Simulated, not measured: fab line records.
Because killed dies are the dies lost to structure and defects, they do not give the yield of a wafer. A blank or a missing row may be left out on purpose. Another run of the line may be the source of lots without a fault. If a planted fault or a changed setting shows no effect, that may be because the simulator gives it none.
fab line records | flow n5_finfet | part 1 of 2: steps 1 to 4 of 6
record: lots: 20 | wafers: 60 | last_day: 18
route steps=1938 shown PMOS_HMC_CHANNEL_EPI@82 FIN_SAQP@100 FIN_CUT@173
lots with no fault: from the same line, run without faults
start_h: start of the lot's first displayed wafer, in hours after the record's first day | wait_h: hours elapsed since this lot's preceding step | " as in the row above | L1.1+2: one row covering several wafers at once | - no value, or no start given | * or withheld: withheld | < > ~ a bound
route shown NAME@n: a module of which the file shows steps, and the number in the route of the first | usual: mean/standard deviation of fault-free wafers | same: alike in all rows | chamber/n: place in a boat | sites: readings site by site | _std_site: their standard deviation | _edge_site: outer sites' mean less inner sites' | radius_mm: for every site, how far away it sits from the centre of the wafer | mask NAME#n: copy n | behind: the last tool/chamber to shape the wafer | hold: what put the lot on hold/how long, in hours/how the hold closed | device: whichever transistor did not switch (one of n, p or np) | end of line: at the end of the route, the tests of the same wafers | a step given without rows: its recipe and nothing more | killed: dies lost to structure and defects at the first sort, not the wafer's yield | map: a wafer's dies, x killed, . not, _ none there
set.NAME: the setting as run; set.NAME@STEP: as run at that earlier step | model.NAME: the simulator's own value behind a step, which no gauge read
a sample of lots followed through the steps of the route, with each step as a table and each wafer as a row
services: the hour from which a tool's chamber was out of use, counted from the record's first day as start_h (under 0 if before that day), plus the number of hours and why
== steps ==
step: N5_PMOS_HMC_CHANNEL_EPI_THK_MEAS_22
recipe: reads: SiGe30_of_PMOS_HMC_CHANNEL_EPI_EPI_20
usual: HMC_CMP_THK: 53.6/0.83
lot.wafer | tool          | chamber | start_h | wait_h | HMC_CMP_THK[nm]
L074.2    | film_metro-01 | -       | 20.23   | -      | 52.2
L074.3    | "             | -       | "       | "      | 52.8
L074.4    | "             | -       | "       | "      | 53.0
L075.3    | film_metro-02 | -       | 25.79   | -      | 53.8
L075.4    | "             | -       | "       | "      | 52.6
L075.5    | "             | -       | "       | "      | 52.9
L076.1    | film_metro-02 | -       | 31.41   | -      | 54.6
L076.2    | "             | -       | "       | "      | 54.0
L076.4    | "             | -       | "       | "      | 52.9
L077.1    | film_metro-02 | -       | 37.56   | -      | 52.8
L077.4    | "             | -       | "       | "      | 54.2
L077.6    | "             | -       | "       | "      | 53.7
L078.3    | film_metro-02 | -       | 43.49   | -      | 53.2
L078.5    | "             | -       | "       | "      | 53.5
L078.6    | "             | -       | "       | "      | 53.3
L079.1    | film_metro-02 | -       | 49.49   | -      | 53.0
L079.2    | "             | -       | "       | "      | 53.5
L079.6    | "             | -       | "       | "      | 53.3
L080.1    | film_metro-01 | -       | 56.87   | -      | 53.0
L080.2    | "             | -       | "       | "      | 51.8
L080.4    | "             | -       | "       | "      | 52.7
L082.4    | film_metro-01 | -       | 68.18   | -      | 53.0
L082.5    | "             | -       | "       | "      | 54.5
L082.6    | "             | -       | "       | "      | 53.5
L083.1    | film_metro-01 | -       | 74.04   | -      | 54.0
L083.2    | "             | -       | "       | "      | 54.6
L083.6    | "             | -       | "       | "      | 53.3
L084.3    | film_metro-02 | -       | 80.90   | -      | 54.4
L084.5    | "             | -       | "       | "      | 52.8
L084.6    | "             | -       | "       | "      | 53.5
L085.1    | film_metro-02 | -       | 86.34   | -      | 55.2
L085.3    | "             | -       | "       | "      | 53.1
L085.5    | "             | -       | "       | "      | 54.5
L086.1    | film_metro-02 | -       | 92.09   | -      | 54.7
L086.2    | "             | -       | "       | "      | 53.5
L086.3    | "             | -       | "       | "      | 54.4
L087.1    | film_metro-02 | -       | 98.91   | -      | 54.6
L087.3    | "             | -       | "       | "      | 54.9
L087.4    | "             | -       | "       | "      | 55.5
L088.1    | film_metro-01 | -       | 103.65  | -      | 53.9
L088.4    | "             | -       | "       | "      | 54.3
L088.5    | "             | -       | "       | "      | 54.2
L090.3    | film_metro-02 | -       | 115.69  | -      | 54.1
L090.4    | "             | -       | "       | "      | 53.3
L090.6    | "             | -       | "       | "      | 53.1
L092.2    | film_metro-02 | -       | 127.56  | -      | 53.0
L092.3    | "             | -       | "       | "      | 54.3
L092.4    | "             | -       | "       | "      | 53.0
L093.1    | film_metro-02 | -       | 134.49  | -      | 52.6
L093.2    | "             | -       | "       | "      | 53.9
L093.4    | "             | -       | "       | "      | 53.6
L094.1    | film_metro-01 | -       | 141.41  | -      | 52.7
L094.2    | "             | -       | "       | "      | 53.4
L094.4    | "             | -       | "       | "      | 52.1
L096.3    | film_metro-01 | -       | 152.29  | -      | 53.3
L096.5    | "             | -       | "       | "      | 53.2
L096.6    | "             | -       | "       | "      | 54.7
L097.1    | film_metro-02 | -       | 158.19  | -      | 53.8
L097.4    | "             | -       | "       | "      | 52.7
L097.5    | "             | -       | "       | "      | 52.9
step: N5_FIN_SAQP_PECVD_06
recipe: material: a-Si | target_thk_a: 600 | temp_c: 400 | precursor: SiH4/He | pressure_torr: 3 | rf_w: 100 | time_s: 48.1
usual: chamber_pressure_Torr: 3.000/0.0073 | heater_power_w: 875/150 | showerhead_plenum_p_Torr: 5.68/0.041 | susceptor_temp_C: 399.99/0.23 | throttle_valve_pct: 18.1/0.71
lot.wafer | tool     | chamber | start_h | wait_h | chamber_pressure_Torr | heater_power_w | showerhead_plenum_p_Torr | susceptor_temp_C | throttle_valve_pct
L074.2    | pecvd-01 | 1       | 21.74   | 0.0    | 2.957                 | 992            | 5.64                     | 400.28           | 19.3
L074.3    | "        | 1       | "       | "      | 2.997                 | 1012           | 5.63                     | 400.10           | 19.4
L074.4    | "        | 0       | "       | "      | 2.997                 | 765            | 5.73                     | 400.16           | 17.8
L075.3    | pecvd-01 | 1       | 28.13   | 0.0    | 2.994                 | 831            | 5.64                     | 400.00           | 19.2
L075.4    | "        | 0       | "       | "      | 2.995                 | 723            | 5.73                     | 400.38           | 17.5
L075.5    | "        | 1       | "       | "      | 2.992                 | 839            | 5.64                     | 399.61           | 19.2
L076.1    | pecvd-02 | 2       | 32.66   | 0.0    | 3.002                 | 897            | 5.73                     | 399.88           | 18.0
L076.2    | "        | 0       | "       | "      | 3.000                 | 1112           | 5.65                     | 400.21           | 18.7
L076.4    | "        | 1       | "       | "      | 2.991                 | 1094           | 5.66                     | 399.84           | 17.3
L077.1    | pecvd-01 | 0       | 38.83   | 0.0    | 3.007                 | 769            | 5.72                     | 399.73           | 17.8
L077.4    | "        | 0       | "       | "      | 3.008                 | 773            | 5.74                     | 399.86           | 17.5
L077.6    | "        | 1       | "       | "      | 2.998                 | 902            | 5.63                     | 399.71           | 19.2
L078.3    | pecvd-01 | 1       | 44.78   | 0.0    | 2.992                 | 885            | 5.63                     | 399.81           | 19.4
L078.5    | "        | 1       | "       | "      | 3.006                 | 896            | 5.63                     | 399.68           | 19.2
L078.6    | "        | 0       | "       | "      | 3.001                 | 708            | 5.74                     | 399.91           | 17.6
L079.1    | pecvd-02 | 1       | 50.85   | 0.0    | 3.001                 | 1138           | 5.66                     | 399.69           | 17.3
L079.2    | "        | 2       | "       | "      | 3.000                 | 926            | 5.73                     | 399.51           | 17.9
L079.6    | "        | 0       | "       | "      | 2.992                 | 1049           | 5.65                     | 400.26           | 18.8
L080.1    | pecvd-01 | 2       | 58.47   | 0.0    | 3.008                 | 687            | 5.64                     | 399.71           | 17.2
L080.2    | "        | 0       | "       | "      | 3.004                 | 767            | 5.73                     | 400.20           | 17.8
L080.4    | "        | 0       | "       | "      | 2.992                 | 781            | 5.73                     | 400.06           | 17.7
L082.4    | pecvd-01 | 1       | 69.81   | 0.0    | 3.005                 | 932            | 5.62                     | 400.22           | 19.1
L082.5    | "        | 2       | "       | "      | 2.998                 | 713            | 5.63                     | 400.24           | 17.5
L082.6    | "        | 0       | "       | "      | 3.005                 | 727            | 5.74                     | 400.15           | 17.6
L083.1    | pecvd-04 | 2       | 76.22   | 0.0    | 2.993                 | 823            | 5.64                     | 399.65           | 17.6
L083.2    | "        | 1       | "       | "      | 3.005                 | 888            | 5.68                     | 400.02           | 17.9
L083.6    | "        | 1       | "       | "      | 3.012                 | 883            | 5.67                     | 400.24           | 18.0
L084.3    | pecvd-02 | 2       | 82.44   | 0.0    | 3.008                 | 751            | 5.73                     | 399.81           | 18.2
L084.5    | "        | 1       | "       | "      | 3.008                 | 1162           | 5.66                     | 399.52           | 17.3
L084.6    | "        | 2       | "       | "      | 3.002                 | 757            | 5.72                     | 399.95           | 18.0
L085.1    | pecvd-01 | 0       | 89.03   | 0.0    | 2.999                 | 680            | 5.74                     | 399.94           | 17.7
L085.3    | "        | 2       | "       | "      | 3.005                 | 781            | 5.65                     | 400.09           | 17.4
L085.5    | "        | 2       | "       | "      | 2.997                 | 775            | 5.65                     | 400.23           | 17.3
L086.1    | pecvd-01 | 2       | 94.88   | 0.0    | 3.001                 | 701            | 5.65                     | 399.85           | 17.2
L086.2    | "        | 1       | "       | "      | 3.005                 | 910            | 5.63                     | 400.10           | 19.5
L086.3    | "        | 0       | "       | "      | 2.993                 | 707            | 5.74                     | 399.77           | 17.8
L087.1    | pecvd-04 | 0       | 100.23  | 0.0    | 2.994                 | 793            | 5.69                     | 400.12           | 17.8
L087.3    | "        | 1       | "       | "      | 3.001                 | 871            | 5.68                     | 399.84           | 18.0
L087.4    | "        | 2       | "       | "      | 2.989                 | 901            | 5.65                     | 400.26           | 17.8
L088.1    | pecvd-02 | 0       | 104.99  | 0.0    | 2.995                 | 954            | 5.66                     | 399.64           | 18.7
L088.4    | "        | 1       | "       | "      | 3.019                 | 1094           | 5.66                     | 400.50           | 17.2
L088.5    | "        | 0       | "       | "      | 2.995                 | 961            | 5.67                     | 399.91           | 18.6
L090.3    | pecvd-01 | 1       | 116.93  | 0.0    | 3.010                 | 965            | 5.64                     | 400.27           | 19.3
L090.4    | "        | 1       | "       | "      | 3.008                 | 968            | 5.62                     | 400.05           | 19.2
L090.6    | "        | 2       | "       | "      | 3.003                 | 652            | 5.64                     | 399.98           | 17.5
L092.2    | pecvd-02 | 1       | 128.78  | 0.0    | 2.996                 | 1163           | 5.67                     | 400.11           | 17.5
L092.3    | "        | 2       | "       | "      | 3.000                 | 799            | 5.73                     | 400.38           | 18.5
L092.4    | "        | 2       | "       | "      | 2.998                 | 811            | 5.75                     | 400.58           | 18.3
L093.1    | pecvd-04 | 2       | 135.76  | 0.0    | 3.004                 | 784            | 5.64                     | 400.06           | 17.7
L093.2    | "        | 0       | "       | "      | 3.008                 | 690            | 5.71                     | 400.09           | 17.5
L093.4    | "        | 1       | "       | "      | 3.005                 | 880            | 5.66                     | 399.98           | 18.0
L094.1    | pecvd-01 | 1       | 142.64  | 0.0    | 2.999                 | 902            | 5.64                     | 399.82           | 19.0
L094.2    | "        | 2       | "       | "      | 2.999                 | 679            | 5.65                     | 400.08           | 17.5
L094.4    | "        | 2       | "       | "      | 3.006                 | 689            | 5.63                     | 399.92           | 17.3
L096.3    | pecvd-02 | 1       | 153.80  | 0.0    | 2.999                 | 1006           | 5.66                     | 399.73           | 17.3
L096.5    | "        | 0       | "       | "      | 2.990                 | 936            | 5.65                     | 400.07           | 18.7
L096.6    | "        | 1       | "       | "      | 3.000                 | 1021           | 5.67                     | 399.53           | 17.4
L097.1    | pecvd-02 | 1       | 159.46  | 0.0    | 2.995                 | 1141           | 5.66                     | 399.80           | 17.1
L097.4    | "        | 2       | "       | "      | 3.003                 | 776            | 5.74                     | 400.02           | 18.3
L097.5    | "        | 1       | "       | "      | 2.998                 | 1167           | 5.66                     | 399.92           | 17.4
step: N5_FIN_SAQP_STRIP_55
recipe: chemistry: N2/H2 | power_w: 500 | temp_c: 40 | pressure_mtorr: 50 | rf_frequency_hz: 6e+07 | overash_fraction: 0.3 | bias_power_w: 28 | h2_frac: 0.5 | n2_flow_sccm: 300 | h2_flow_sccm: 300
usual: bias_power_w: 27.99/0.085 | drypump_motor_current_A: 5.6/0.39 | oes_product_au: 0.79/0.088 | rf_vpp_V: 122.1/1.5 | showerhead_plenum_p_Torr: 3.41/0.11 | throttle_valve_pct: 18.9/0.37
lot.wafer | tool        | chamber | start_h | wait_h | bias_power_w | drypump_motor_current_A | oes_product_au | rf_hours_counter_h | rf_vpp_V | showerhead_plenum_p_Torr | throttle_valve_pct
L074.2    | rie_diel-04 | 1       | 22.84   | 0.1    | 28.00        | 5.4                     | 0.72           | 207                | 118.5    | 3.35                     | 19.1
L074.3    | "           | 2       | "       | "      | 28.03        | 5.7                     | 0.80           | 119                | 124.3    | 3.51                     | 19.4
L074.4    | "           | 0       | "       | "      | 28.01        | 5.9                     | 0.82           | 119                | 121.4    | 3.39                     | 18.6
L075.3    | rie_diel-04 | 0       | 29.83   | 0.1    | 27.98        | 5.9                     | 0.81           | 122                | 123.6    | 3.39                     | 18.6
L075.4    | "           | 2       | "       | "      | 28.00        | 5.7                     | 0.79           | 122                | 124.4    | 3.50                     | 19.4
L075.5    | "           | 1       | "       | "      | 27.88        | 5.4                     | 0.71           | -                  | 121.3    | 3.35                     | 19.1
L076.1    | rie_diel-02 | 1       | 33.79   | 0.2    | 27.96        | 5.4                     | 0.70           | 215                | 121.5    | 3.47                     | 19.2
L076.2    | "           | 2       | "       | "      | 27.86        | 6.6                     | 0.82           | 98                 | 121.5    | 3.24                     | 18.8
L076.4    | "           | 0       | "       | "      | 27.85        | 5.4                     | 0.85           | -                  | 121.3    | 3.41                     | 18.5
L077.1    | rie_diel-04 | 1       | 40.03   | 0.1    | 28.00        | 5.4                     | 0.71           | 213                | 123.4    | 3.35                     | 19.1
L077.4    | "           | 0       | "       | "      | 27.95        | 5.9                     | 0.80           | 124                | 122.2    | 3.38                     | 18.6
L077.6    | "           | 1       | "       | "      | 28.05        | 5.4                     | 0.70           | -                  | 121.0    | 3.35                     | 19.1
L078.3    | rie_diel-04 | 3       | 45.73   | 0.1    | 27.91        | 5.0                     | 0.67           | 246                | 120.4    | 3.18                     | 19.3
L078.5    | "           | 1       | "       | "      | 27.91        | 5.4                     | 0.71           | -                  | 121.9    | 3.35                     | 19.1
L078.6    | "           | 2       | "       | "      | 28.00        | 5.7                     | 0.80           | -                  | 125.0    | 3.50                     | 19.4
L079.1    | rie_diel-02 | 3       | 51.90   | 0.1    | 28.01        | 5.5                     | 0.98           | 3                  | 123.1    | 3.31                     | 18.9
L079.2    | "           | 0       | "       | "      | 28.00        | 5.4                     | 0.85           | 66                 | 121.8    | 3.41                     | 18.5
L079.6    | "           | 0       | "       | "      | 28.14        | 5.4                     | 0.85           | -                  | 123.4    | 3.41                     | 18.5
L080.1    | rie_diel-05 | 3       | 59.53   | 0.1    | 28.02        | 5.7                     | 0.74           | 159                | 121.4    | 3.33                     | 18.3
L080.2    | "           | 2       | "       | "      | 28.04        | 5.8                     | 0.73           | 150                | 122.8    | 3.49                     | 18.1
L080.4    | "           | 1       | "       | "      | 28.16        | 5.4                     | 0.71           | 216                | 121.1    | 3.34                     | 19.3
L082.4    | rie_diel-04 | 0       | 70.88   | 0.1    | 27.91        | 5.9                     | 0.79           | -                  | 122.8    | 3.38                     | 18.6
L082.5    | "           | 1       | "       | "      | 28.05        | 5.4                     | 0.69           | -                  | 120.1    | 3.34                     | 19.1
L082.6    | "           | 2       | "       | "      | 28.07        | 5.7                     | 0.76           | -                  | 120.6    | 3.50                     | 19.4
L083.1    | rie_diel-02 | 1       | 77.48   | 0.1    | 27.90        | 5.4                     | 0.69           | 228                | 123.0    | 3.47                     | 19.3
L083.2    | "           | 3       | "       | "      | 27.91        | 5.5                     | 0.94           | 11                 | 123.1    | 3.31                     | 18.9
L083.6    | "           | 3       | "       | "      | 27.89        | 5.5                     | 0.94           | -                  | 121.8    | 3.31                     | 18.9
L084.3    | rie_diel-05 | 2       | 84.03   | 0.1    | 28.03        | 5.8                     | 0.72           | 159                | 120.6    | 3.48                     | 18.2
L084.5    | "           | 3       | "       | "      | 27.93        | 5.7                     | 0.73           | -                  | 122.7    | 3.32                     | 18.4
L084.6    | "           | 0       | "       | "      | 28.13        | 5.6                     | 0.93           | -                  | 123.9    | 3.59                     | 19.0
L085.1    | rie_diel-04 | 0       | 90.10   | 0.1    | 28.05        | 5.9                     | 0.79           | 144                | 124.7    | 3.37                     | 18.6
L085.3    | "           | 1       | "       | "      | 28.01        | 5.4                     | 0.70           | 232                | 120.0    | 3.34                     | 19.1
L085.5    | "           | 1       | "       | "      | 27.89        | 5.4                     | 0.69           | -                  | 123.0    | 3.34                     | 19.1
L086.1    | rie_diel-05 | 0       | 96.41   | 0.3    | 27.88        | 5.6                     | 0.93           | 17                 | 123.7    | 3.59                     | 19.0
L086.2    | "           | 1       | "       | "      | 27.97        | 5.4                     | 0.70           | 228                | 120.0    | 3.33                     | 19.3
L086.3    | "           | 3       | "       | "      | 27.89        | 5.7                     | 0.73           | 173                | 121.3    | 3.32                     | 18.4
L087.1    | rie_diel-04 | 3       | 101.19  | 0.1    | 28.00        | 5.0                     | 0.96           | 10                 | 123.0    | 3.58                     | 18.9
L087.3    | "           | 2       | "       | "      | 27.97        | 5.7                     | 0.76           | 149                | 122.0    | 3.49                     | 19.4
L087.4    | "           | 1       | "       | "      | 28.14        | 5.4                     | 0.69           | 235                | 121.6    | 3.34                     | 19.1
L088.1    | rie_diel-05 | 3       | 106.04  | 0.1    | 28.10        | 5.7                     | 0.73           | 177                | 121.6    | 3.32                     | 18.4
L088.4    | "           | 1       | "       | "      | 27.99        | 5.4                     | 0.69           | 232                | 120.2    | 3.33                     | 19.3
L088.5    | "           | 2       | "       | "      | 27.96        | 5.8                     | 0.71           | -                  | 122.7    | 3.48                     | 18.2
L090.3    | rie_diel-02 | 3       | 117.95  | 0.1    | 28.05        | 5.5                     | 0.91           | 25                 | 122.7    | 3.30                     | 18.9
L090.4    | "           | 0       | "       | "      | 28.01        | 5.4                     | 0.82           | 88                 | 120.6    | 3.40                     | 18.6
L090.6    | "           | 0       | "       | "      | 28.02        | 5.4                     | 0.81           | -                  | 121.9    | 3.40                     | 18.6
L092.2    | rie_diel-05 | 0       | 130.06  | 0.1    | 28.08        | 5.6                     | 0.90           | 29                 | 123.7    | 3.58                     | 19.0
L092.3    | "           | 3       | "       | "      | 27.89        | 5.7                     | 0.72           | 185                | 121.9    | 3.32                     | 18.4
L092.4    | "           | 1       | "       | "      | 28.02        | 5.4                     | 0.68           | -                  | 122.4    | 3.32                     | 19.3
L093.1    | rie_diel-02 | 0       | 137.06  | 0.3    | 27.95        | 5.4                     | 0.81           | 97                 | 122.2    | 3.39                     | 18.5
L093.2    | "           | 2       | "       | "      | 27.91        | 6.6                     | 0.78           | 136                | 122.6    | 3.22                     | 18.9
L093.4    | "           | 2       | "       | "      | 28.11        | 6.6                     | 0.78           | -                  | 122.7    | 3.22                     | 18.9
L094.1    | rie_diel-04 | 1       | 143.77  | 0.3    | 28.01        | 5.4                     | 0.68           | 250                | 122.5    | 3.33                     | 19.1
L094.2    | "           | 0       | "       | "      | 27.85        | 5.9                     | 0.77           | 159                | 122.2    | 3.37                     | 18.6
L094.4    | "           | 2       | "       | "      | 27.99        | 5.7                     | 0.75           | 163                | 122.4    | 3.48                     | 19.5
L096.3    | rie_diel-04 | 3       | 155.37  | 0.2    | 28.11        | 5.0                     | 0.91           | 29                 | 125.7    | 3.56                     | 19.0
L096.5    | "           | 0       | "       | "      | 28.06        | 5.9                     | 0.79           | -                  | 122.5    | 3.36                     | 18.6
L096.6    | "           | 3       | "       | "      | 28.09        | 5.0                     | 0.93           | -                  | 122.9    | 3.56                     | 19.0
L097.1    | rie_diel-02 | 0       | 160.39  | 0.1    | 27.96        | 5.4                     | 0.79           | 109                | 123.4    | 3.39                     | 18.6
L097.4    | "           | 0       | "       | "      | 27.97        | 5.4                     | 0.79           | -                  | 121.5    | 3.39                     | 18.6
L097.5    | "           | 3       | "       | "      | 27.91        | 5.5                     | 0.89           | -                  | 122.4    | 3.29                     | 19.0
step: N5_FIN_SAQP_MANDREL_ETCH_58
recipe: chemistry: HBr/Cl2 | target: a-Si | target_depth_a: 450 | bt_time_s: 10 | stop_on: SiNx | mask_material: SiO2 | over_etch_frac: 0.8 | time_s: 27 | pressure_mtorr: 10 | icp_w: 800 | bias_w: 75 | HBr_flow_sccm: 150 | Cl2_flow_sccm: 80 | ends: end_point
usual: bias_w: 74.99/0.24 | drypump_motor_current_A: 5.7/0.31 | oes_product_au: 0.704/0.013 | throttle_valve_pct: 35.54/0.23
lot.wafer | tool      | chamber | start_h | wait_h | bias_w | drypump_motor_current_A | oes_product_au | rf_hours_counter_h | throttle_valve_pct
L074.2    | rie_si-04 | 3       | 24.74   | 0.0    | 75.16  | 5.9                     | 0.715          | 179                | 35.63
L074.3    | "         | 2       | "       | "      | 75.01  | 5.7                     | 0.691          | 145                | 35.33
L074.4    | "         | 0       | "       | "      | 75.14  | 5.9                     | 0.696          | 31                 | 35.54
L075.3    | rie_si-04 | 1       | 32.43   | 0.0    | 74.89  | 5.6                     | 0.680          | 61                 | 35.39
L075.4    | "         | 2       | "       | "      | 75.03  | 5.7                     | 0.703          | 146                | 35.32
L075.5    | "         | 3       | "       | "      | 75.01  | 5.9                     | 0.714          | -                  | 35.64
L076.1    | rie_si-04 | 3       | 36.06   | 0.0    | 75.40  | 5.9                     | 0.719          | 179                | 35.62
L076.2    | "         | 1       | "       | "      | 74.84  | 5.6                     | 0.689          | 61                 | 35.39
L076.4    | "         | 2       | "       | "      | 74.77  | 5.7                     | 0.707          | 146                | 35.31
L077.1    | rie_si-04 | 3       | 42.09   | 0.0    | 74.73  | 5.9                     | 0.717          | 179                | 35.62
L077.4    | "         | 1       | "       | "      | 75.19  | 5.6                     | 0.700          | -                  | 35.38
L077.6    | "         | 3       | "       | "      | 74.91  | 5.9                     | 0.719          | -                  | 35.64
L078.3    | rie_si-04 | 2       | 47.67   | 0.0    | 75.09  | 5.7                     | 0.691          | 146                | 35.32
L078.5    | "         | 1       | "       | "      | 74.53  | 5.6                     | 0.705          | -                  | 35.37
L078.6    | "         | 3       | "       | "      | 75.16  | 5.9                     | 0.727          | -                  | 35.62
L079.1    | rie_si-04 | 1       | 53.73   | 0.0    | 74.92  | 5.6                     | 0.689          | 61                 | 35.40
L079.2    | "         | 0       | "       | "      | 74.79  | 5.9                     | 0.696          | 31                 | 35.56
L079.6    | "         | 3       | "       | "      | 75.13  | 5.9                     | 0.723          | -                  | 35.65
L080.1    | rie_si-06 | 1       | 61.57   | 0.0    | 74.72  | 5.3                     | 0.708          | 169                | 35.28
L080.2    | "         | 2       | "       | "      | 74.91  | 5.0                     | 0.715          | 65                 | 35.44
L080.4    | "         | 3       | "       | "      | 75.15  | 6.3                     | 0.702          | 110                | 36.19
L082.4    | rie_si-06 | 0       | 73.16   | 0.0    | 75.05  | 5.9                     | 0.725          | 41                 | 35.58
L082.5    | "         | 2       | "       | "      | 74.67  | 4.9                     | 0.735          | -                  | 35.41
L082.6    | "         | 3       | "       | "      | 75.08  | 6.3                     | 0.701          | -                  | 36.22
L083.1    | rie_si-03 | 0       | 79.47   | 0.0    | 74.95  | 5.6                     | 0.689          | 109                | 35.90
L083.2    | "         | 2       | "       | "      | 74.94  | 6.1                     | 0.713          | 102                | 35.58
L083.6    | "         | 2       | "       | "      | 75.21  | 6.0                     | 0.712          | -                  | 35.60
L084.3    | rie_si-03 | 1       | 85.85   | 0.0    | 74.82  | 5.4                     | 0.710          | 167                | 35.52
L084.5    | "         | 1       | "       | "      | 75.02  | 5.4                     | 0.707          | -                  | 35.52
L084.6    | "         | 2       | "       | "      | 74.66  | 6.1                     | 0.714          | -                  | 35.57
L085.1    | rie_si-04 | 3       | 92.40   | 0.0    | 75.41  | 5.9                     | 0.713          | 180                | 35.63
L085.3    | "         | 1       | "       | "      | 75.22  | 5.6                     | 0.701          | 62                 | 35.36
L085.5    | "         | 0       | "       | "      | 75.01  | 5.9                     | 0.709          | -                  | 35.53
L086.1    | rie_si-04 | 0       | 99.67   | 0.0    | 75.04  | 5.9                     | 0.703          | 32                 | 35.54
L086.2    | "         | 3       | "       | "      | 74.94  | 5.9                     | 0.714          | 181                | 35.65
L086.3    | "         | 1       | "       | "      | 75.11  | 5.6                     | 0.685          | 62                 | 35.40
L087.1    | rie_si-03 | 0       | 103.01  | 0.0    | 75.11  | 5.6                     | 0.687          | 109                | 35.88
L087.3    | "         | 3       | "       | "      | 75.68  | 5.2                     | 0.703          | 90                 | 35.21
L087.4    | "         | 2       | "       | "      | 74.38  | 6.1                     | 0.713          | 102                | 35.60
L088.1    | rie_si-04 | 3       | 108.43  | 0.0    | 75.05  | 5.9                     | 0.714          | 181                | 35.65
L088.4    | "         | 1       | "       | "      | 74.86  | 5.6                     | 0.696          | 62                 | 35.37
L088.5    | "         | 3       | "       | "      | 74.99  | 5.9                     | 0.719          | -                  | 35.62
L090.3    | rie_si-04 | 1       | 119.84  | 0.0    | 74.56  | 5.6                     | 0.684          | 62                 | 35.40
L090.4    | "         | 2       | "       | "      | 74.78  | 5.6                     | 0.707          | 147                | 35.31
L090.6    | "         | 2       | "       | "      | 74.99  | 5.7                     | 0.692          | -                  | 35.32
L092.2    | rie_si-04 | 0       | 131.88  | 0.0    | 75.19  | 5.9                     | 0.704          | 33                 | 35.53
L092.3    | "         | 2       | "       | "      | 75.26  | 5.7                     | 0.697          | 147                | 35.35
L092.4    | "         | 1       | "       | "      | 74.61  | 5.6                     | 0.690          | 62                 | 35.37
L093.1    | rie_si-03 | 3       | 139.02  | 0.0    | 75.02  | 5.2                     | 0.700          | 91                 | 35.22
L093.2    | "         | 0       | "       | "      | 74.87  | 5.6                     | 0.689          | 110                | 35.90
L093.4    | "         | 0       | "       | "      | 74.86  | 5.6                     | 0.694          | -                  | 35.87
L094.1    | rie_si-04 | 2       | 145.60  | 0.0    | 75.44  | 5.7                     | 0.683          | 148                | 35.35
L094.2    | "         | 3       | "       | "      | 74.94  | 5.9                     | 0.713          | 181                | 35.64
L094.4    | "         | 1       | "       | "      | 74.60  | 5.6                     | 0.698          | 63                 | 35.38
L096.3    | rie_si-03 | 0       | 157.21  | 0.0    | 75.05  | 5.6                     | 0.697          | 110                | 35.87
L096.5    | "         | 0       | "       | "      | 75.00  | 5.6                     | 0.693          | -                  | 35.86
L096.6    | "         | 1       | "       | "      | 74.93  | 5.4                     | 0.700          | -                  | 35.52
L097.1    | rie_si-04 | 1       | 162.20  | 0.0    | 74.96  | 5.6                     | 0.691          | 63                 | 35.38
L097.4    | "         | 3       | "       | "      | 74.67  | 5.9                     | 0.716          | 182                | 35.63
L097.5    | "         | 3       | "       | "      | 74.73  | 5.9                     | 0.726          | -                  | 35.63
